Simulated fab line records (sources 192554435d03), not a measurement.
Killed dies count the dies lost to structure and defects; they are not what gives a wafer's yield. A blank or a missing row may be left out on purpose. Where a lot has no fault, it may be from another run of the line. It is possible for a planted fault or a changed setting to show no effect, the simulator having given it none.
fab line records | flow n5-finfet
record lots=5 wafers=15 last-day=17
route steps=1938 shown BEOL_M1@821 BEOL_M2@841 BEOL_M4@1111 PASSIVATION@1936
lots with no fault: from the same line, run without faults
start-h: hours from the record's opening day to when the first of the lot's shown wafers began | wait-h: hours elapsed since this lot's preceding step | " unchanged from the row above | L1.1+2: one row covering several wafers at once | - value missing, or start not given | * or withheld: withheld | < > ~ a bound
route shown NAME@n: NAME is a module with steps in the file, n the number in the route of the first one | usual: mean and standard deviation over wafers with no fault | same: alike in all rows | chamber/n: place in a boat | sites: the reading at each site | _std_site: how widely they spread, as a standard deviation | _edge_site: inner sites' mean taken away from outer sites' mean | radius-mm: for every site, how far away it sits from the centre of the wafer | mask NAME#n: copy n | behind: the tool/chamber that last shaped the wafer | hold: what put the lot on hold/how long, in hours/how the hold closed | device: the n, p or np transistor that did not switch | end of line: tests of these same wafers at the route's end | a step given without rows: its recipe and nothing more | killed: dies that structure and defects cost at the first sort, which is not the same as the wafer's yield | map: per-die view of a wafer (x killed, . not killed, _ where there is no die)
set.NAME: the setting as run; set.NAME@STEP: as run at that earlier step | model.NAME: the simulator's own value behind a step, which no gauge read
lots at selected steps of the route; one table per step, one row per wafer
services: the hour from which a tool's chamber was out of use, counted from the record's first day as start-h (under 0 if before that day), plus the number of hours and why
## steps
# step N5_BEOL_M1_ANNEAL_87
# recipe temp-c=400 time-s=240 ambient=vacuum
# step N5_BEOL_M1_SPUTTER_88
# recipe material=Cu target-thk-a=45 temp-c=-20 chamber-pressure-pa=0.07 power-w=withheld time-s=8.29
# step N5_BEOL_M1_ANNEAL_89
# recipe temp-c=400 time-s=240 ambient=vacuum
# step N5_BEOL_M1_SPUTTER_90
# recipe material=Cu target-thk-a=45 temp-c=-20 chamber-pressure-pa=0.07 power-w=withheld time-s=8.29
# step N5_BEOL_M1_ANNEAL_91
# recipe temp-c=400 time-s=240 ambient=vacuum
# usual heater-power-w=822/37 susceptor_temp_C_max=401.0/0.37
# columns lot.wafer tool chamber start-h wait-h heater-power-w susceptor_temp_C_max
L110.1 pvd-sputter-01 - 140.58 0.0 817 401.1
L110.4 " - " " 821 400.7
L110.5 " - " " 806 400.8
L112.2 pvd-sputter-01 - 151.41 0.0 802 400.6
L112.3 " - " " 839 400.6
L112.4 " - " " 802 400.8
L116.1 pvd-sputter-01 - 183.51 0.0 850 400.8
L116.4 " - " " 792 401.7
L116.5 " - " " 817 401.6
L126.1 pvd-sputter-02 - 240.96 0.0 879 401.1
L126.3 " - " " 819 400.8
L126.6 " - " " 839 401.3
L130.2 pvd-sputter-02 - 261.22 0.0 825 401.5
L130.3 " - " " 775 400.8
L130.4 " - " " 837 401.2
# step N5_BEOL_M1_SPUTTER_92
# recipe material=Cu target-thk-a=45 temp-c=-20 chamber-pressure-pa=0.07 power-w=withheld time-s=8.29
# step N5_BEOL_M1_ANNEAL_93
# recipe temp-c=400 time-s=240 ambient=vacuum
# step N5_BEOL_M1_SPUTTER_94
# recipe material=Cu target-thk-a=45 temp-c=-20 chamber-pressure-pa=0.07 power-w=withheld time-s=8.29
# usual throttle-valve-pct=29.6/0.64
# columns lot.wafer tool chamber start-h wait-h throttle-valve-pct
L110.1 pvd-sputter-01 - 140.94 0.1 28.9
L110.4 " - " " 28.9
L110.5 " - " " 29.6
L112.2 pvd-sputter-01 - 151.77 0.1 29.0
L112.3 " - " " 29.1
L112.4 " - " " 29.6
L116.1 pvd-sputter-01 - 183.87 0.1 29.4
L116.4 " - " " 28.8
L116.5 " - " " 29.6
L126.1 pvd-sputter-02 - 241.32 0.1 28.5
L126.3 " - " " 30.8
L126.6 " - " " 29.2
L130.2 pvd-sputter-02 - 261.58 0.1 29.7
L130.3 " - " " 29.9
L130.4 " - " " 30.6
# step N5_BEOL_M1_ANNEAL_95
# recipe temp-c=400 time-s=240 ambient=vacuum
# step N5_BEOL_M1_SPUTTER_96
# recipe material=Cu target-thk-a=45 temp-c=-20 chamber-pressure-pa=0.07 power-w=withheld time-s=8.29
# step N5_BEOL_M1_ECD_50
# recipe material=Cu target-thk-a=3000
# step N5_BEOL_M1_ANNEAL_51
# recipe temp-c=225 time-s=90 ambient=N2
# usual anneal-temp-c-max=226.08/0.25 wafer_temp_C_max=225.93/0.23
# columns lot.wafer tool chamber start-h wait-h anneal-temp-c-max wafer_temp_C_max
L110.1 rtp-anneal-01 0 141.36 0.1 226.01 225.97
L110.4 " 0 " " 225.76 225.72
L110.5 " 0 " " 225.62 225.92
L112.2 rtp-anneal-02 0 152.23 0.1 226.29 225.69
L112.3 " 0 " " 226.81 225.70
L112.4 " 0 " " 226.34 225.53
L116.1 rtp-anneal-01 0 184.29 0.1 226.25 225.95
L116.4 " 0 " " 226.40 226.08
L116.5 " 0 " " 226.62 226.38
L126.1 rtp-anneal-01 0 241.92 0.2 225.76 225.80
L126.3 " 0 " " 225.85 225.86
L126.6 " 0 " " 225.77 225.93
L130.2 rtp-anneal-01 0 262.18 0.2 225.93 226.10
L130.3 " 0 " " 226.09 225.73
L130.4 " 0 " " 226.03 226.13
# step N5_BEOL_M1_CMP_52
# recipe stop-on=SiOC t-overpolish-s=6.8 down-force-psi=1 platen-rpm=50 clearing-platen-down-force-psi=1.5 clearing-platen-rpm=50 post-cmp-clean=cu-alkaline target-thk-nm=40 clearing-platen-pad-velocity-m-s=0.99484 pad-velocity-m-s=0.99484
# usual barrier-field-endpoint-s=24.5/0.87 clearing-platen-down-force-psi=1.500/0.0031 motor-current-A=6.1/0.51 overpolish-run-s=6.801/0.0087 time-to-endpoint-s=63/5
# columns lot.wafer tool chamber start-h wait-h barrier-field-endpoint-s clearing-platen-down-force-psi motor-current-A overpolish-run-s time-to-endpoint-s
L110.4 cmp-02 1 142.04 0.5 23.7 1.494 6.0 6.802 54
L110.1 " 2 " " 23.4 1.499 5.5 6.808 56
L110.5 " 2 " " 24.8 1.498 5.7 6.794 57
L112.3 cmp-02 0 152.49 0.2 23.4 1.508 5.5 6.800 56
L112.4 " 2 " " 24.2 1.497 5.6 6.805 57
L112.2 " 3 " " 24.4 1.500 5.9 6.797 66
L116.4 cmp-02 0 184.59 0.1 25.1 1.497 6.0 6.802 66
L116.1 " 3 " " 25.5 1.500 5.8 6.809 72
L116.5 " 1 " " 23.7 1.503 6.0 6.796 62
L126.1 cmp-04 1 242.34 0.4 23.6 1.503 5.1 6.802 61
L126.3 " 2 " " 23.8 1.497 6.2 6.812 65
L126.6 " 1 " " 23.5 1.497 5.3 6.787 61
L130.3 cmp-02 3 262.47 0.2 24.7 1.501 6.1 6.808 71
L130.4 " 0 " " 24.1 1.500 5.5 6.794 64
L130.2 " 1 " " 23.6 1.500 6.3 6.801 60
# step N5_BEOL_M1_PRE_CLEAN_60
# recipe gas=NH3/H2 time-s=15 temp-c=* rf-power-w=300
# usual heater-power-w=97/13
# columns lot.wafer tool chamber start-h wait-h heater-power-w
L110.1 cvd-co-02 2 142.60 0.3 104
L110.4 " 0 " " 99
L110.5 " 2 " " 103
L112.2 cvd-co-02 2 152.82 0.0 102
L112.3 " 1 " " 98
L112.4 " 2 " " 105
L116.1 cvd-co-01 1 184.92 0.0 122
L116.4 " 2 " " 68
L116.5 " 0 " " 77
L126.1 cvd-co-01 1 242.67 0.1 122
L126.3 " 0 " " 75
L126.6 " 2 " " 69
L130.2 cvd-co-02 2 262.76 0.0 103
L130.3 " 1 " " 99
L130.4 " 0 " " 99
# step N5_BEOL_M1_CO_CAP_55
# recipe material=Co target-thk-a=20 temp-c=200 precursor=CCTBA/H2 pressure-torr=30 time-s=102.1
# step N5_BEOL_M1_PRE_CLEAN_56
# recipe gas=NH3 time-s=15 temp-c=withheld rf-power-w=300
# step N5_BEOL_M1_DEP_57
# recipe material=SiCN target-thk-a=80 temp-c=withheld precursor=3MS/NH3 pressure-torr=3 rf-w=202 time-s=14
# step N5_BEOL_M1_INSPECT_59
# recipe inspect-instrument=darkfield mode=post-dep
# usual raw-defect-count=77/26
# columns lot.wafer tool chamber start-h wait-h raw-defect-count
L110.1 defect-inspect-01 - 142.85 0.0 94
L110.4 " - " " 71
L110.5 " - " " 57
L112.2 defect-inspect-01 - 153.07 0.0 78
L112.3 " - " " 100
L112.4 " - " " 66
L116.1 defect-inspect-02 - 185.17 0.0 50
L116.4 " - " " 79
L116.5 " - " " 571
L126.1 defect-inspect-02 - 242.91 0.0 128
L126.3 " - " " 90
L126.6 " - " " 112
L130.2 defect-inspect-01 - 263.01 0.0 59
L130.3 " - " " 77
L130.4 " - " " 43
# step N5_BEOL_M2_ILD_DEP_00
# recipe material=SiOC target-thk-a=790 temp-c=350 precursor=DEMS/O2 pressure-torr=5 rf-w=500 time-s=15.3
# step N5_BEOL_M2_THK_MEAS_01
# recipe reads=SiOC_of_BEOL_M2_ILD_DEP_00
# usual M2_ILD_THK=79.4/1.2
# columns lot.wafer tool chamber start-h wait-h M2_ILD_THK[nm]
L110.1 film-metro-02 - 142.96 0.0 78.1
L110.4 " - " " 81.2
L110.5 " - " " 80.7
L112.2 film-metro-02 - 153.18 0.1 79.3
L112.3 " - " " 77.9
L112.4 " - " " 80.8
L116.1 film-metro-01 - 185.27 0.0 78.1
L116.4 " - " " 81.2
L116.5 " - " " 79.3
L126.1 film-metro-02 - 243.02 0.0 80.3
L126.3 " - " " 78.3
L126.6 " - " " 80.3
L130.2 film-metro-02 - 263.12 0.1 77.7
L130.3 " - " " 78.2
L130.4 " - " " 79.3
# step N5_BEOL_M2_PECVD_72
# recipe material=SiO2 target-thk-a=160 temp-c=400 precursor=TEOS/O2 pressure-torr=5.5 rf-w=450 teos-flow-sccm=53.8 gas=O2 flow-sccm=3000 time-s=18
# step N5_BEOL_M2_HM_DEP_02
# recipe material=TiN target-thk-a=200 temp-c=25 chamber-pressure-pa=0.49996
# usual throttle-valve-pct=29.9/0.76
# columns lot.wafer tool chamber start-h wait-h throttle-valve-pct
L110.1 pvd-sputter-01 - 144.55 1.5 28.8
L110.4 " - " " 28.9
L110.5 " - " " 29.0
L112.2 pvd-sputter-03 - 153.44 0.2 30.4
L112.3 " - " " 29.3
L112.4 " - " " 30.2
L116.1 pvd-sputter-03 - 186.06 0.7 30.1
L116.4 " - " " 29.4
L116.5 " - " " 30.0
L126.1 pvd-sputter-03 - 244.90 1.8 29.2
L126.3 " - " " 30.6
L126.6 " - " " 31.0
L130.2 pvd-sputter-01 - 264.23 1.1 28.9
L130.3 " - " " 28.7
L130.4 " - " " 29.8
# step N5_BEOL_M2_COAT_61
# recipe resist=SOC temp-c=250 time-s=60 spin-rpm=1500 resist-thk-nm=60
# step N5_BEOL_M2_COAT_62
# recipe resist=SiARC temp-c=220 time-s=60 spin-rpm=1500 resist-thk-nm=12
# step N5_BEOL_M2_COAT_73
# recipe resist=underlayer temp-c=205 time-s=60 spin-rpm=1500 resist-thk-nm=5
# step N5_BEOL_M2_COAT_05
# recipe resist=CAR-EUV spin-rpm=1500 resist-thk-nm=30
# step N5_BEOL_M2_EBR_07
# recipe solvent=PGMEA ebr-width-mm=1.5
# step N5_BEOL_M2_SOFTBAKE_06
# recipe temp-c=110 time-s=60 resist=CAR-EUV
# step N5_BEOL_M2_EXPOSE_08
# recipe mask-id=M2 na=0.33 source-shape=dipole sigma-inner=0.369 sigma-outer=0.767 polarization=unpolarized dose-mj=41.25
# step N5_BEOL_M2_PEB_09
# recipe peb-temp-c=100 peb-time-s=60 resist=CAR-EUV
# step N5_BEOL_M2_DEVELOP_10
# recipe develop-time-s=30 developer=TMAH resist=CAR-EUV rinse-liquid=surfactant-rinse dry=air-spin dev-temp-c=23
# step N5_BEOL_M2_CD_MEAS_11
# recipe target-cd-nm=16.79 landing-energy-ev=500 detector=se-inlens polarity=opening
# usual cd-nm=16.78/0.25
# columns lot.wafer tool chamber start-h wait-h cd-nm
L110.1 cd-sem-03 0 145.07 - 16.80
L110.4 " 0 " " 16.58
L110.5 " 0 " " 17.06
L112.2 cd-sem-03 0 153.90 - 16.91
L112.3 " 0 " " 16.78
L112.4 " 0 " " 17.01
L116.1 cd-sem-02 0 186.58 - 16.68
L116.4 " 0 " " 16.64
L116.5 " 0 " " 16.72
L126.1 cd-sem-01 0 245.42 - 16.68
L126.3 " 0 " " 16.26
L126.6 " 0 " " 16.98
L130.2 cd-sem-01 0 264.62 - 16.58
L130.3 " 0 " " 17.02
L130.4 " 0 " " 17.11
# step N5_BEOL_M2_OVL_MEAS_12
# recipe points-per-wafer=522
# usual M2_OVL=0.4/0.76
# columns lot.wafer tool chamber start-h wait-h M2_OVL[nm]
L110.1 overlay-01 0 145.10 0.0 0.0
L110.4 " 0 " " -0.8
L110.5 " 0 " " -0.6
L112.2 overlay-01 0 153.93 0.0 0.2
L112.3 " 0 " " 0.3
L112.4 " 0 " " -0.1
L116.1 overlay-02 0 186.61 0.0 0.5
L116.4 " 0 " " 2.0
L116.5 " 0 " " 0.7
L126.1 overlay-02 0 245.45 0.0 0.0
L126.3 " 0 " " -0.5
L126.6 " 0 " " 0.1
L130.2 overlay-02 0 264.66 0.0 -0.9
L130.3 " 0 " " 0.0
L130.4 " 0 " " 0.0
# step N5_BEOL_M2_INSPECT_13
# recipe mode=adi inspect-instrument=brightfield
# usual raw-defect-count=436/100
# columns lot.wafer tool chamber start-h wait-h raw-defect-count
L110.1 defect-inspect-01 - 145.16 0.1 469
L110.4 " - " " 481
L110.5 " - " " 327
L112.2 defect-inspect-02 - 153.98 0.0 355
L112.3 " - " " 612
L112.4 " - " " 429
L116.1 defect-inspect-02 - 186.67 0.1 452
L116.4 " - " " 435
L116.5 " - " " 963
L126.1 defect-inspect-01 - 245.51 0.1 498
L126.3 " - " " 443
L126.6 " - " " 640
L130.2 defect-inspect-02 - 264.71 0.0 466
L130.3 " - " " 332
L130.4 " - " " 277
# step N5_BEOL_M2_DESCUM_16
# recipe chemistry=O2 time-s=7 source-power-w=50 bias-power-w=20 pressure-mtorr=20 rf-frequency-hz=2.712e+07 temp-c=40 resist=CAR-EUV o2-flow-sccm=225
# step N5_BEOL_M4_RC_MEAS_101
# usual DIBL_N=35.9/2.5 DIBL_P=36.0/3 IOFF_N=0.16/0.047 IOFF_P=0.21/0.047 ION_N=671/14 ION_P=460/8.8 SS_N=71.5/0.73 SS_P=73.2/0.91 VT_N=250/4.3 VT_P=-251/3.6
# columns lot.wafer tool chamber start-h wait-h DIBL_N[mV/V] DIBL_P[mV/V] IOFF_N[nA/um] IOFF_P[nA/um] ION_N[uA/um] ION_P[uA/um] SS_N[mV/dec] SS_P[mV/dec] VT_N[mV] VT_P[mV]
L110.1 prober-02 0 182.78 0.0 39.2 40.9 0.29 0.31 712 481 72.3 74.6 235 -243
L110.4 " 0 " " 35.0 35.5 0.15 0.20 667 461 71.3 73.6 251 -253
L110.5 " 0 " " 39.8 41.4 0.26 0.31 691 473 72.5 74.5 242 -246
L112.2 prober-02 0 185.32 0.2 34.4 33.1 0.13 0.17 654 454 71.9 72.0 253 -253
L112.3 " 0 " " 31.4 31.8 0.09 0.15 647 453 70.7 72.0 255 -253
L112.4 " 0 " " 37.4 37.1 0.17 0.21 693 466 72.5 73.5 247 -250
L116.1 prober-01 0 216.97 0.0 36.4 34.5 0.14 0.18 661 457 71.6 73.4 252 -253
L116.4 " 0 " " 33.5 29.9 0.10 0.13 659 446 70.9 72.2 253 -257
L116.5 " 0 " " 39.3 37.3 0.18 0.22 674 456 72.7 73.9 251 -253
L126.1 prober-02 0 274.30 0.0 34.0 34.1 0.14 0.21 654 454 71.4 72.8 249 -251
L126.3 " 0 " " 37.6 37.9 0.22 0.26 693 474 72.3 74.0 243 -249
L126.6 " 0 " " 35.1 34.6 0.15 0.20 655 446 71.5 73.0 249 -250
L130.2 prober-02 0 300.39 0.2 33.6 34.4 0.12 0.19 666 462 71.9 72.9 254 -254
L130.3 " 0 " " 33.0 31.9 0.10 0.16 639 445 71.5 72.4 259 -256
L130.4 " 0 " " 32.1 31.8 0.10 0.15 653 457 70.9 71.6 257 -257
# step N5_PASSIVATION_PROBE_49
# usual defect-limited-yield=91.4/1.4 killed_at_M0_to_M3=34/8.9 killed_at_M4_up=13/4.6 killed-at-contacts=12/5.5 killed-at-front-end=41/11 killed-at-other=3.1/2.9 killed-dies=102/16 killed-on-rim=13/4.2 killed-open=66/11 killed-short=34/7.6 sort_bin_4_leakage=0.01/0.14 sort_bin_5_function=5.1/0.89 sort_bin_6_memory=3.2/0.61 sort_bin_8_speed=0.02/0.12 sort-n-pass=1078/16
# same gross-dies=1180 killed-at-back-side=0
# columns lot.wafer tool chamber start-h wait-h defect-limited-yield[%] killed_at_M0_to_M3 killed_at_M4_up killed-at-contacts killed-at-front-end killed-at-other killed-dies killed-on-rim killed-open killed-short sort_bin_4_leakage[%] sort_bin_5_function[%] sort_bin_6_memory[%] sort_bin_8_speed[%] sort-n-pass
L110.1 prober-01 - 277.52 0.0 89.6 52 19 9 43 0 123 12 72 49 0.25 6.1 4.2 0 1054
L110.4 prober-01 - 277.67 0.2 92.5 33 19 5 26 6 89 12 58 30 0 5.0 2.4 0 1091
L110.5 prober-01 - 277.72 0.2 93.0 38 8 10 26 1 83 7 61 21 0 3.7 2.9 0 1097
L112.2 prober-01 - 286.06 0.1 93.1 35 9 11 23 4 82 10 51 31 0 4.6 2.3 0 1098
L112.3 prober-01 - 286.11 0.1 92.0 31 13 9 33 8 94 18 62 31 0 4.7 2.9 0.08 1085
L112.4 prober-01 - 286.16 0.2 93.4 21 14 15 27 1 78 9 55 23 0 3.6 2.7 0 1102
L116.1 prober-01 - 314.11 0.0 89.7 45 21 16 35 5 122 18 79 42 0 6.4 3.5 0 1058
L116.4 prober-01 - 314.26 0.2 88.2 31 11 28 63 6 139 25 96 35 0 7.4 3.6 0 1041
L116.5 prober-01 - 314.31 0.2 62.0 393 6 16 31 2 448 53 61 24 0 24.7 11.2 0 732
L126.1 prober-02 - 374.30 0.0 90.8 47 9 12 40 1 109 25 74 34 0 5.8 3.1 0 1071
L126.3 prober-02 - 374.40 0.1 94.4 26 6 5 28 1 66 11 43 22 0 3.6 1.8 0 1114
L126.6 prober-02 - 374.55 0.3 93.2 26 8 8 37 1 80 13 52 24 0 4.1 2.1 0 1100
L130.2 prober-02 - 405.86 0.1 91.7 44 7 6 38 3 98 12 57 37 0 4.8 2.7 0.34 1082
L130.3 prober-02 - 405.91 0.1 91.9 41 5 9 40 0 95 13 63 26 0 4.7 2.7 0.08 1084
L130.4 prober-02 - 405.96 0.2 91.4 38 11 8 41 3 101 12 57 39 0 4.8 3.2 0 1079
# killed by level:class
L110.1 BEOL_M0_SAQP:geometric-particle:open=12 BEOL_M3:geometric-particle:open=12 FIN_SAQP:geometric-particle:short=10 MOL_CONTACT_COAG:geometric-particle:open=9 BEOL_M0_SAQP:geometric-particle:short=9 FIN_SAQP:geometric-particle:open=7 GATE_CUT:geometric-particle:short=7 BEOL_M4:geometric-particle:open=6
L110.4 BEOL_M2:geometric-particle:open=11 BEOL_M4:geometric-particle:open=8 BEOL_M3:geometric-particle:open=6 GATE_CUT:geometric-particle:open=5 GATE_CUT:geometric-particle:short=5 BEOL_M0_SAQP:geometric-particle:short=5 FIN_SAQP:geometric-particle:open=4 FIN_SAQP:geometric-particle:short=4
L110.5 BEOL_M3:geometric-particle:open=19 FIN_SAQP:geometric-particle:open=10 MOL_CONTACT_COAG:geometric-particle:open=9 FIN_SAQP:geometric-particle:short=6 BEOL_M1:geometric-particle:open=5 BEOL_M0_SAQP:geometric-particle:open=3 BEOL_M2:geometric-particle:open=3 BEOL_M5:geometric-particle:open=3
L112.2 MOL_CONTACT_COAG:geometric-particle:open=10 BEOL_M1:geometric-particle:open=10 BEOL_M0_SAQP:geometric-particle:short=7 FIN_SAQP:geometric-particle:open=6 BEOL_M0_SAQP:geometric-particle:open=6 BEOL_M1:geometric-particle:short=6 DUMMY_GATE:geometric-particle:open=4 FIN_SAQP:geometric-particle:short=3
L112.3 BEOL_M1:geometric-particle:open=9 FIN_SAQP:geometric-particle:short=8 MOL_CONTACT_COAG:geometric-particle:open=8 BEOL_M0_SAQP:geometric-particle:open=6 BEOL_M4:geometric-particle:open=6 GATE_CUT:geometric-particle:open=5 PAD_METAL:geometric-particle:short=5 BEOL_M3:geometric-particle:open=5
L112.4 MOL_CONTACT_COAG:geometric-particle:open=13 BEOL_M5:geometric-particle:open=8 BEOL_M1:geometric-particle:open=6 GATE_CUT:geometric-particle:short=5 FIN_SAQP:geometric-particle:open=4 BEOL_M2:geometric-particle:open=4 FIN_SAQP:geometric-particle:short=3 STI_FIN_REVEAL:geometric-particle:open=3
L116.1 MOL_CONTACT_COAG:geometric-particle:open=15 BEOL_M2:geometric-particle:open=11 BEOL_M3:geometric-particle:open=9 BEOL_M0_SAQP:geometric-particle:short=8 STI_FIN_REVEAL:geometric-particle:open=7 BEOL_M0_SAQP:geometric-particle:open=7 STI_FIN_REVEAL:geometric-particle:short=5 BEOL_M4:geometric-particle:open=4
L116.4 MOL_CONTACT_COAG:geometric-particle:open=19 DUMMY_GATE:geometric-particle:open=14 STI_FIN_REVEAL:geometric-particle:open=12 BEOL_M3:geometric-particle:open=10 FIN_SAQP:geometric-particle:open=9 MOL_CONTACT_COAG:geometric-particle:short=9 FIN_SAQP:geometric-particle:short=7 BEOL_M2:geometric-particle:open=7
L116.5 BEOL_M1:unspecified=362 MOL_CONTACT_COAG:geometric-particle:open=12 BEOL_M1:geometric-particle:open=9 BEOL_M3:geometric-particle:open=8 STI_FIN_REVEAL:geometric-particle:open=7 DUMMY_GATE:geometric-particle:open=6 FIN_SAQP:geometric-particle:short=5 GATE_CUT:geometric-particle:short=5
L126.1 FIN_SAQP:geometric-particle:open=13 BEOL_M1:geometric-particle:open=12 MOL_CONTACT_COAG:geometric-particle:open=11 BEOL_M3:geometric-particle:open=10 FIN_SAQP:geometric-particle:short=7 BEOL_M0_SAQP:geometric-particle:short=6 BEOL_M2:geometric-particle:open=6 STI_FIN_REVEAL:geometric-particle:open=5
L126.3 BEOL_M1:geometric-particle:open=9 FIN_SAQP:geometric-particle:open=7 FIN_SAQP:geometric-particle:short=5 BEOL_M3:geometric-particle:open=5 STARTING-WAFER:geometric-particle:short=5 MOL_CONTACT_COAG:geometric-particle:open=4 BEOL_M1:geometric-particle:short=4 BEOL_M4:geometric-particle:open=3
L126.6 FIN_SAQP:geometric-particle:short=6 DUMMY_GATE:geometric-particle:open=6 GATE_CUT:geometric-particle:open=6 BEOL_M0_SAQP:geometric-particle:open=6 BEOL_M3:geometric-particle:open=6 GATE_CUT:geometric-particle:short=5 MOL_CONTACT_COAG:geometric-particle:open=5 BEOL_M2:geometric-particle:open=5
L130.2 BEOL_M2:geometric-particle:open=16 FIN_SAQP:geometric-particle:short=7 FIN_SAQP:geometric-particle:open=7 BEOL_M0_SAQP:geometric-particle:short=7 MOL_CONTACT_COAG:geometric-particle:open=6 STARTING-WAFER:geometric-particle:short=6 BEOL_M2:geometric-particle:short=5 BEOL_M0_SAQP:geometric-particle:open=4
L130.3 BEOL_M2:geometric-particle:open=14 BEOL_M0_SAQP:geometric-particle:open=12 STI_FIN_REVEAL:geometric-particle:open=8 BEOL_M0_SAQP:geometric-particle:short=8 MOL_CONTACT_COAG:geometric-particle:open=7 FIN_SAQP:geometric-particle:short=6 HKMG_FIN:area-etch=6 FIN_SAQP:geometric-particle:open=4
L130.4 BEOL_M2:geometric-particle:open=11 FIN_SAQP:geometric-particle:short=8 FIN_SAQP:geometric-particle:open=8 BEOL_M0_SAQP:geometric-particle:short=7 BEOL_M0_SAQP:geometric-particle:open=6 STI_FIN_REVEAL:geometric-particle:open=5 MOL_CONTACT_COAG:geometric-particle:open=5 GATE_CUT:geometric-particle:short=5
# map L116.5 (x killed, . not)
_________________x.....x.xxx.________________
______________x.xxxxxxxx.xx....._____________
___________.x....x...xx..x..x...x..__________
__________xxxxxx..........x.xx....xx_________
________......x.x.x...xx..xxx..xx...xx_______
_______.x.x...x...xx..x.x.x...x..x.....______
______xx.....x..xx....x...x...x...x.x..x_____
_____.xx.x.x.x.xxxxx...x.x...x..xx.xxxxx.____
____..x.x....xx.xxx........xx.xx.xx...x...___
___.xxx...x.xxx..x.x.xx.x.xxxx...xx........__
___........x.x.x.x..x..x...x....xxxx..x.x..__
__x.x.x..x.....x....xxx..x...x....x.....x..._
__xx.....xx..xxx.x.x.....x....xx.......x...._
_...x..x.x.....x....x..x..x.x.......x..x..xxx
_x..xx..xxxxx..x.x.....x...xxx.x....xx.x.x..x
_x..x.x...xx....x.x...x.x....x..x.x......xxx.
_.x.xx.xx..x....x......x.xx......x...x.x.x.xx
_......x......xxxxxx.......xxxxxx.xx.x..xx...
_.x.xx.x.xxx.....x..xx....x........x.x.x.x...
_x.x.x..x..x..xx....x.x.xx..xxx.xx.x.xx.xxx..
_...xxxxxx.......xx......x.x....x....x..xxx..
__......x.x....x..xx..x.xxxx...x..xx........_
__......x.x..xx....x.xx..xxx..xx.x.xxxx..x.._
___x..x.xxxx....xxx...x....x..x..xx..xx.xx.__
___.......xx.x.xxx......x..xx.xx.xxxx......__
____...x...x.xxx.x.x.......xxx.xxx.x...xx.___
_____x..x....xx....xxxx.xx.x.x...xx.x.x..____
______.x..x.xxxxxx...x......x...xx....x._____
_______.xx...x.x..x.xx.x...x......xxxx.______
________.xx...xx...x.xx.........x....._______
__________x......xx....x..x.xx..x..._________
___________.x......x..x...xx.xxxx..__________
______________x..xx.x.......x.x._____________
_________________..xx.x...x..________________
# map L112.3 (x killed, . not)
_________________..x.........________________
______________.xx..............._____________
___________x.............x....x....__________
__________.x........x..........x.x.x_________
________....x.x......................._______
_______................................______
______...................x.............._____
_____x...............x..........x........____
____..x.................x................x___
___....................x...................__
___.......................................x__
__......................................xx.._
__....x........x.....................x..x..._
_x...........................................
_.xx......x...............................x.x
_.x....................x.....x.x.............
_........................................x...
_..............x..x.................x........
_..............x...........x.................
_..........x........x.........x..............
_x......xx...............................x...
__.................x...........x............_
__..x.x.......x....xx.....x........x........_
___..x...x.................................__
___........x...........x...................__
____.....x......x....x...........xx.......___
_____............x...x...................____
______...x....x....x........x......x...._____
_______.....x......x..............x.x..______
________...x........x..xxxx..........._______
__________.........................._________
___________...........x..x.......xx__________
______________...............x.x_____________
_________________..x...x.....________________
## services
# columns tool chamber start-h hours kind
cmp-02 - 123.53 3.4 repair
cvd-co-01 - 129.85 14.6 pm
pvd-sputter-01 - 131.36 1.3 repair
cmp-04 - 136.63 9.2 pm
cmp-04 - 146.08 4.0 pm
cvd-co-02 - 149.86 1.0 repair
cmp-04 - 181.87 3.1 repair
cmp-02 - 196.66 6.3 pm
cvd-co-01 - 237.63 2.8 pm
cmp-02 - 244.64 4.0 pm
cmp-02 - 248.64 - consumable-replace:conditioner
cmp-02 - 248.64 - consumable-replace:pad
## key
first-sign step=N5_BEOL_M1_INSPECT_59 reading=raw-defect-count direction=up sigmas=19 usual=77 struck=571
effect step=N5_BEOL_M2_INSPECT_13 reading=raw-defect-count direction=up sigmas=5 usual=436 struck=963
effect step=N5_PASSIVATION_PROBE_49 reading=killed_at_M0_to_M3 direction=up sigmas=40 usual=34 struck=393
more-kills-born-at N5_BEOL_M1_CMP_52@cmp-02=362
met-at N5_BEOL_M1_CMP_52
struck-wafers L116.5
onset-between 142.04 184.59
fault kind=chamber-particle-source tool=cmp-02 chamber=1 onset-h=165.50 steps=N5_BEOL_M1_CMP_52 rate-per-visit-cm2=0.74056 end-h=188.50
